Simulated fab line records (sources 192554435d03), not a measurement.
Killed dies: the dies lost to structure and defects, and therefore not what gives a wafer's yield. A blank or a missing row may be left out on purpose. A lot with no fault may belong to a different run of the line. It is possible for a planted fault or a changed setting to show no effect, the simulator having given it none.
What tool caused it? || flow n5_finfet || 6 lots (17 wafers sampled), 1 step of a 1938-step route

WHAT THE GAUGES SHOWED, per wafer
N5_BEOL_M15_RS_MEAS_54: measures by four-point-probe.
{"lot": "L542", "measured": "day 11 20:33", "on": "film_metro-02", "M15_RS (ohm/sq)": "0.0213 0.0211 0.0219"}
{"lot": "L544", "measured": "day 12 02:26", "on": "film_metro-01", "M15_RS (ohm/sq)": "0.0217 0.0216 0.0216"}
{"lot": "L546", "measured": "day 12 13:14", "on": "film_metro-01", "M15_RS (ohm/sq)": "0.0216 0.0216 0.0214"}
{"lot": "L557", "measured": "day 15 13:16", "on": "film_metro-02", "M15_RS (ohm/sq)": "0.0220 0.0219"}
{"lot": "L559", "measured": "day 16 00:26", "on": "film_metro-01", "M15_RS (ohm/sq)": "0.0211 0.0220 0.0221"}
{"lot": "L562", "measured": "day 16 17:37", "on": "film_metro-02", "M15_RS (ohm/sq)": "0.0218 0.0213 0.0217"}

WHAT TOOL EACH LOT RAN ON (gives the tool, then ch and the chambers of the sampled wafers, and finally the start)
No process step before these readings appears in the record.

THE ANSWER, worked out from the rows above alone
Rule: what is usual is taken from the lots themselves. The widest of any qualifying gaps counts: lots, ordered by their means at a reading, are off when they make up no more than a third of the lots, leave a main group of 4 or more, and stand apart from it by 3 or more times the standard deviation of that group's means. Not used: any main group whose means are identical at the precision the tables above print for the reading. A lot without any number at a reading at which 4 lots or more have one is off too. Any other lot the step has rows for is counted as sound.
Across all readings shown, no lot is off: no conclusion can be drawn from this.

WHAT THE SIMULATOR PUT IN
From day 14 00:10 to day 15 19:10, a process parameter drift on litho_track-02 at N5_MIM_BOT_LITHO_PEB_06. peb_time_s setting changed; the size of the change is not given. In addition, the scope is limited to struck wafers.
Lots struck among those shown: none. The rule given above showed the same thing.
